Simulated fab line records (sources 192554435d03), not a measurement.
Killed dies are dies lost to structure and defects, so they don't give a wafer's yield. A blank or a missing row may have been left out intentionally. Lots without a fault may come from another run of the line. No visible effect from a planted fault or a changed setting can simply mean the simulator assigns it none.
Split-lot trial ; flow n5 finfet ; on a route of 1938 steps: 7 lots, 21 wafers read

THE SPLIT
At N5_SDB_EXPOSE_08 (exposes mask SDB), the setting dose mj was moved away from the recipe's 49.6 on 8 of the 21 wafers read, by -6.4% to +4.7%. This setting was run at the recipe's value on the other wafers.

FROM THE SPLIT TO THE READING: what the file shows between them, 2 steps
- N5_SDB_PEB_09: peb time 60 s
- N5_SDB_DEVELOP_10: develop time 30 s

THE READING
cd nm, in nm, at N5_SDB_CD_MEAS_11 (target cd 50 nm). On this fab line, fault-free wafers typically give 49.6 nm with a standard deviation of 1.3 nm.

wafer;tool, chamber at the split;dose mj as run;against the recipe;cd nm, nm;against lot-mates on the recipe
L076.1;arfi scanner-02, 0;48.5;-2.2%;48.0;-0.4
L076.4;arfi scanner-02, 0;49.6;recipe;48.4;-
L076.5;arfi scanner-02, 0;48.5;-2.2%;47.8;-0.6
L084.1;arfi scanner-03, 0;49.6;recipe;51.6;-
L084.4;arfi scanner-03, 0;51.77;+4.4%;55.6;+4.2
L084.5;arfi scanner-03, 0;49.6;recipe;51.1;-
L085.1;arfi scanner-02, 0;49.6;recipe;47.3;-
L085.3;arfi scanner-02, 0;49.6;recipe;50.3;-
L085.5;arfi scanner-02, 0;46.66;-5.9%;41.2;-7.6
L086.2;arfi scanner-01, 0;51.94;+4.7%;54.8;+5.3
L086.4;arfi scanner-01, 0;49.6;recipe;49.4;-
L086.5;arfi scanner-01, 0;49.6;recipe;49.6;-
L088.1;arfi scanner-02, 0;49.6;recipe;46.9;-
L088.4;arfi scanner-02, 0;49.6;recipe;49.0;-
L088.6;arfi scanner-02, 0;46.43;-6.4%;41.3;-6.7
L089.2;arfi scanner-01, 0;49.6;recipe;50.2;-
L089.3;arfi scanner-01, 0;49.6;recipe;50.9;-
L089.6;arfi scanner-01, 0;49.6;recipe;51.2;-
L091.1;arfi scanner-03, 0;51.18;+3.2%;53.7;+4.0
L091.4;arfi scanner-03, 0;49.6;recipe;49.7;-
L091.6;arfi scanner-03, 0;51.18;+3.2%;53.8;+4.1

THE FIT
A straight line over all 21 wafers: cd nm changes by +1.27 nm for each +1% of dose mj; r = +0.94; the points scatter about the line by 1.3 nm.
The same after taking each lot's own level away (the mean of its wafers on the recipe; 21 wafers): +1.08 nm for each +1%; r = +0.96; scatter 0.93 nm.
That fit puts the effect of the largest move of dose mj on the reading at 6.9 nm.
The lots' own levels span 47.95 to 51.35 nm, that is 2.6 times the standard deviation above.
So the slope is not independent of the lot-to-lot level: the two fits are not the same.
Check: -6.76 nm against its lot-mates is what the line predicts for one of the wafers moved furthest among these (-6.4%) when that wafer is left out of the fit. Against them it came out at -6.65 nm.

THESE WAFERS: OTHER SPLITS
Note: prior to the reading, these wafers also went through further splits. Each is held against what the fit with the lots' levels taken away leaves over:
other split on the same wafers;wafers away from the commonest value;r with cd nm (lot level and that fit taken away)
N5_SD_EPI_N_DESCUM_14 time s;8;+0.03

THE FILE'S OWN FIT
cd nm changes by +1.09 nm for each +1% of dose mj, r = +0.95.
